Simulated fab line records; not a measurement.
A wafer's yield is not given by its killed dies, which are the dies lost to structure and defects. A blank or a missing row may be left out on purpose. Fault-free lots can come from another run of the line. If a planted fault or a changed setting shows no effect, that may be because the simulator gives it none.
Split-lot trial || flow n5_finfet || 21 wafers read across 7 lots, on a route 1938 steps long

== ABOUT THE SPLIT ==
At N5_MOL_CONTACT_COAG_COAT_64 (time 60 s, resist thk 10 nm), the setting spin_rpm was moved away from the recipe's 1500 rpm on 9 of the 21 wafers read, by -4.4% to +7.1%. This setting was run at the recipe's value on the other wafers.

== FROM THE SPLIT TO THE READING: what the file shows between them, 3 steps ==
- N5_MOL_CONTACT_COAG_COAT_34: resist thk 40 nm
- N5_MOL_CONTACT_COAG_EBR_36
- N5_MOL_CONTACT_COAG_DESCUM_45: chemistry O2, time 7 s

== THE READING ==
etch.depth_nm (the simulator's own value, which no gauge read), in nm, at N5_MOL_CONTACT_COAG_ETCH_65 (etches underlayer in N2/H2, target depth 13 nm, time 10.4 s). There is no usual value for it anywhere in the file. The 12 wafers here that ran the recipe average 10.045 nm, standard deviation 0.044 nm.

{"wafer": "L077.2", "tool, chamber at the split": "litho_track-02, 0", "spin_rpm as run, rpm": 1500, "against the recipe": "recipe", "etch.depth_nm, nm": 10.09, "against lot-mates on the recipe": "-"}
{"wafer": "L077.5", "tool, chamber at the split": "litho_track-02, 0", "spin_rpm as run, rpm": 1500, "against the recipe": "recipe", "etch.depth_nm, nm": 10.07, "against lot-mates on the recipe": "-"}
{"wafer": "L077.6", "tool, chamber at the split": "litho_track-02, 0", "spin_rpm as run, rpm": 1500, "against the recipe": "recipe", "etch.depth_nm, nm": 10.1, "against lot-mates on the recipe": "-"}
{"wafer": "L080.2", "tool, chamber at the split": "litho_track-01, 0", "spin_rpm as run, rpm": 1448, "against the recipe": "-3.5%", "etch.depth_nm, nm": 10.21, "against lot-mates on the recipe": "+0.213"}
{"wafer": "L080.3", "tool, chamber at the split": "litho_track-01, 0", "spin_rpm as run, rpm": 1500, "against the recipe": "recipe", "etch.depth_nm, nm": 9.997, "against lot-mates on the recipe": "-"}
{"wafer": "L080.5", "tool, chamber at the split": "litho_track-01, 0", "spin_rpm as run, rpm": 1448, "against the recipe": "-3.5%", "etch.depth_nm, nm": 10.2, "against lot-mates on the recipe": "+0.203"}
{"wafer": "L083.1", "tool, chamber at the split": "litho_track-01, 0", "spin_rpm as run, rpm": 1434, "against the recipe": "-4.4%", "etch.depth_nm, nm": 10.24, "against lot-mates on the recipe": "no lot-mate on the recipe"}
{"wafer": "L083.2", "tool, chamber at the split": "litho_track-01, 0", "spin_rpm as run, rpm": 1434, "against the recipe": "-4.4%", "etch.depth_nm, nm": 10.27, "against lot-mates on the recipe": "no lot-mate on the recipe"}
{"wafer": "L083.6", "tool, chamber at the split": "litho_track-01, 0", "spin_rpm as run, rpm": 1434, "against the recipe": "-4.4%", "etch.depth_nm, nm": 10.21, "against lot-mates on the recipe": "no lot-mate on the recipe"}
{"wafer": "L087.2", "tool, chamber at the split": "litho_track-01, 0", "spin_rpm as run, rpm": 1500, "against the recipe": "recipe", "etch.depth_nm, nm": 10.07, "against lot-mates on the recipe": "-"}
{"wafer": "L087.3", "tool, chamber at the split": "litho_track-01, 0", "spin_rpm as run, rpm": 1607, "against the recipe": "+7.1%", "etch.depth_nm, nm": 9.737, "against lot-mates on the recipe": -0.338}
{"wafer": "L087.6", "tool, chamber at the split": "litho_track-01, 0", "spin_rpm as run, rpm": 1500, "against the recipe": "recipe", "etch.depth_nm, nm": 10.08, "against lot-mates on the recipe": "-"}
{"wafer": "L088.3", "tool, chamber at the split": "litho_track-01, 0", "spin_rpm as run, rpm": 1500, "against the recipe": "recipe", "etch.depth_nm, nm": 10.08, "against lot-mates on the recipe": "-"}
{"wafer": "L088.4", "tool, chamber at the split": "litho_track-01, 0", "spin_rpm as run, rpm": 1500, "against the recipe": "recipe", "etch.depth_nm, nm": 10.06, "against lot-mates on the recipe": "-"}
{"wafer": "L088.5", "tool, chamber at the split": "litho_track-01, 0", "spin_rpm as run, rpm": 1586, "against the recipe": "+5.7%", "etch.depth_nm, nm": 9.76, "against lot-mates on the recipe": -0.310}
{"wafer": "L093.2", "tool, chamber at the split": "litho_track-04, 0", "spin_rpm as run, rpm": 1604, "against the recipe": "+6.9%", "etch.depth_nm, nm": 9.688, "against lot-mates on the recipe": -0.352}
{"wafer": "L093.4", "tool, chamber at the split": "litho_track-04, 0", "spin_rpm as run, rpm": 1500, "against the recipe": "recipe", "etch.depth_nm, nm": 10.04, "against lot-mates on the recipe": "-"}
{"wafer": "L093.6", "tool, chamber at the split": "litho_track-04, 0", "spin_rpm as run, rpm": 1604, "against the recipe": "+6.9%", "etch.depth_nm, nm": 9.685, "against lot-mates on the recipe": -0.355}
{"wafer": "L095.2", "tool, chamber at the split": "litho_track-01, 0", "spin_rpm as run, rpm": 1500, "against the recipe": "recipe", "etch.depth_nm, nm": 9.989, "against lot-mates on the recipe": "-"}
{"wafer": "L095.4", "tool, chamber at the split": "litho_track-01, 0", "spin_rpm as run, rpm": 1500, "against the recipe": "recipe", "etch.depth_nm, nm": 9.962, "against lot-mates on the recipe": "-"}
{"wafer": "L095.5", "tool, chamber at the split": "litho_track-01, 0", "spin_rpm as run, rpm": 1500, "against the recipe": "recipe", "etch.depth_nm, nm": 10, "against lot-mates on the recipe": "-"}

THE FIT
A straight line over all 21 wafers: etch.depth_nm changes by -0.0475 nm for each +1% of spin_rpm; r = -0.98; the points scatter about the line by 0.039 nm.
The same after taking each lot's own level away (the mean of its wafers on the recipe; 18 wafers): -0.0522 nm for each +1%; r = -1.00; scatter 0.016 nm.
That fit puts the effect of the largest move of spin_rpm on the reading at 0.37 nm.
The span of the lots' own levels, 9.9837 to 10.0867 nm, comes to 2.3 times the standard deviation stated above.
The two slopes are in agreement: the lot-to-lot level therefore moves the slope only a little.
Check: with one of the wafers moved furthest among these (+7.1%) left out of the fit, the line predicts -0.377 nm for it against its lot-mates. Against them it came out at -0.338 nm.

== THE WHOLE CHAIN: every reading that the file lists as answering this split, in the file's order ==
{"step": "N5_MOL_CONTACT_COAG_COAT_64", "what it does": "time 60 s, resist thk 10 nm", "reading": "underlayer_of_MOL_CONTACT_COAG_COAT_64.thk_nm (the simulator's own value, which no gauge read)", "change (the file's fit)": "-0.042 nm for each +1% of the setting", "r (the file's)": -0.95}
{"step": "N5_MOL_CONTACT_COAG_ETCH_65", "what it does": "etches underlayer in N2/H2, target depth 13 nm, time 10.4 s", "reading": "etch.depth_nm (the simulator's own value, which no gauge read)", "change (the file's fit)": "-0.051 nm for each +1% of the setting", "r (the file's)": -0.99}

== FILE'S OWN FIT ==
etch.depth_nm changes by -0.051 nm for each +1% of spin_rpm, r = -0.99.
